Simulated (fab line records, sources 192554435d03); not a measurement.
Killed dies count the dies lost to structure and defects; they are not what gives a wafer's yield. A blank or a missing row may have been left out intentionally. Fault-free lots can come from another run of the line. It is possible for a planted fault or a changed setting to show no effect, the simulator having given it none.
Matching of chambers + flow n5Finfet + 4 sister chambers for N5_HKMG_FIN_DESCUM_17 on rieDiel-02
The step chemistry O2, time 7.9 s. 16 wafers are shown with their chamber, then 8 later ones without.

## WAFERS, EACH WITH ITS CHAMBER
| wafer  | chamber | showerheadPlenumPTorr (Torr) | throttleValvePct (%) | oesProductAu (a.u.) |
|--------|---------|------------------------------|----------------------|---------------------|
| L075.2 | 3       | 2.21                         | 20.54                | 0.81                |
| L075.4 | 0       | 2.09                         | 20.43                | 0.75                |
| L075.6 | 1       | 2.05                         | 20.32                | 0.94                |
| L077.1 | 3       | 2.21                         | 20.55                | 0.81                |
| L077.2 | 0       | 2.08                         | 20.43                | 0.74                |
| L077.5 | 1       | 2.05                         | 20.32                | 0.92                |
| L078.2 | 1       | 2.05                         | 20.32                | 0.92                |
| L078.5 | 2       | 2.05                         | 20.55                | 0.99                |
| L078.6 | 3       | 2.21                         | 20.55                | 0.80                |
| L080.2 | 0       | 2.08                         | 20.46                | 0.73                |
| L080.5 | 0       | 2.08                         | 20.45                | 0.74                |
| L080.6 | 3       | 2.21                         | 20.57                | 0.80                |
| L082.1 | 2       | 2.05                         | 20.57                | 0.95                |
| L082.3 | 3       | 2.20                         | 20.56                | 0.79                |
| L082.5 | 3       | 2.20                         | 20.56                | 0.80                |
| L083.1 | 0       | 2.08                         | 20.46                | 0.73                |

SIGNATURES, as means of the wafers listed above
| reading               | chamber 0 | chamber 1 | chamber 2 | chamber 3 | scatter within a chamber |
|-----------------------|-----------|-----------|-----------|-----------|--------------------------|
| showerheadPlenumPTorr | 2.0820    | 2.0500    | 2.0500    | 2.2067    | 0.00422                  |
| throttleValvePct      | 20.4460   | 20.3200   | 20.5600   | 20.5550   | 0.0118                   |
| oesProductAu          | 0.7380    | 0.9267    | 0.9700    | 0.8017    | 0.0117                   |
Rule: a wafer lies at a distance from a chamber equal to the root of the sum of squares, over the readings, of (its reading less the chamber's mean, divided by the reading's scatter). The wafer belongs to the nearest chamber; if the next one is less than 2 further off, it can't be placed. The scatter: take each reading less its chamber's mean, square it, sum over the shown wafers, divide by the number of wafers less the number of chambers, and take the root.

## WAFERS WHOSE CHAMBER IS MISSING
| wafer  | showerheadPlenumPTorr (Torr) | throttleValvePct (%) | oesProductAu (a.u.) |
|--------|------------------------------|----------------------|---------------------|
| L083.3 | 2.20                         | 20.56                | 0.80                |
| L083.4 | 2.05                         | 20.59                | 0.94                |
| L087.3 | 2.05                         | 20.61                | 0.92                |
| L087.4 | 2.08                         | 20.46                | 0.73                |
| L087.5 | 2.05                         | 20.60                | 0.92                |
| L090.3 | 2.04                         | 20.61                | 0.90                |
| L090.4 | 2.20                         | 20.60                | 0.78                |
| L090.5 | 2.04                         | 20.61                | 0.91                |

## EACH ONE'S CHAMBER
| wafer  | from the rows above | in truth |
|--------|---------------------|----------|
| L083.3 | 3                   | 3        |
| L083.4 | 2                   | 2        |
| L087.3 | 2                   | 2        |
| L087.4 | 0                   | 0        |
| L087.5 | 2                   | 2        |
| L090.3 | 2                   | 2        |
| L090.4 | 3                   | 3        |
| L090.5 | 2                   | 2        |
Correct placement for 8 of the 8. Left unplaced by these rows: 0. Number placed wrongly: 0.
